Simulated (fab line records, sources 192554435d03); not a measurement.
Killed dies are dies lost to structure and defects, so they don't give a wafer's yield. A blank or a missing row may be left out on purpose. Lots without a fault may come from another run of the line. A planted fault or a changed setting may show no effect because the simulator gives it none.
Which tool did it? | flow n5_finfet | 10 lots, 30 wafers sampled, at 1 step of a route of 1938

WHAT THE GAUGES READ, wafer by wafer
N5_MOL_CONTACT_COAG_OVL_MEAS_85.
lot  | measured     | on         | VG_OVL (nm)
L415 | day 5 02:23  | overlay-02 | 1.1 0.2 0.1
L416 | day 5 07:49  | overlay-01 | 1.5 0.1 0.6
L422 | day 6 20:33  | overlay-02 | 1.3 -0.6 -0.3
L426 | day 7 21:02  | overlay-02 | -1.0 -0.2 -0.2
L427 | day 8 03:13  | overlay-02 | 0.9 1.7 0.3
L429 | day 8 13:56  | overlay-02 | 0.9 1.0 -0.1
L433 | day 9 15:50  | overlay-02 | -0.5 -0.9 -1.8
L435 | day 10 07:38 | overlay-01 | 0.2 0.1 0.3
L437 | day 10 14:09 | overlay-02 | 0.2 -0.2 0.2
L438 | day 10 18:13 | overlay-01 | -0.4 -0.1 -0.6

WHICH TOOL RAN EACH LOT (tool, then ch and the chambers of the sampled wafers, then the start)
The record holds no process step before these readings.

THE ANSWER, worked out from the rows above alone
Rule: what is usual is taken from the lots themselves. Put in order of their means at a reading, lots are off if they are a third of the lots or fewer, leave a main group of 4 or more, and stand apart from it by a gap of 3 or more times the standard deviation of the main group's means; of several such gaps the widest counts. A main group whose means are all the same, to the digits that the tables above print for the reading, isn't used. A lot without any number at a reading at which 4 lots or more have one is off too. The other lots that the step has rows for count as sound.
No lot is off at any reading shown: from this, nothing can be told.

WHAT THE SIMULATOR HAD PUT IN
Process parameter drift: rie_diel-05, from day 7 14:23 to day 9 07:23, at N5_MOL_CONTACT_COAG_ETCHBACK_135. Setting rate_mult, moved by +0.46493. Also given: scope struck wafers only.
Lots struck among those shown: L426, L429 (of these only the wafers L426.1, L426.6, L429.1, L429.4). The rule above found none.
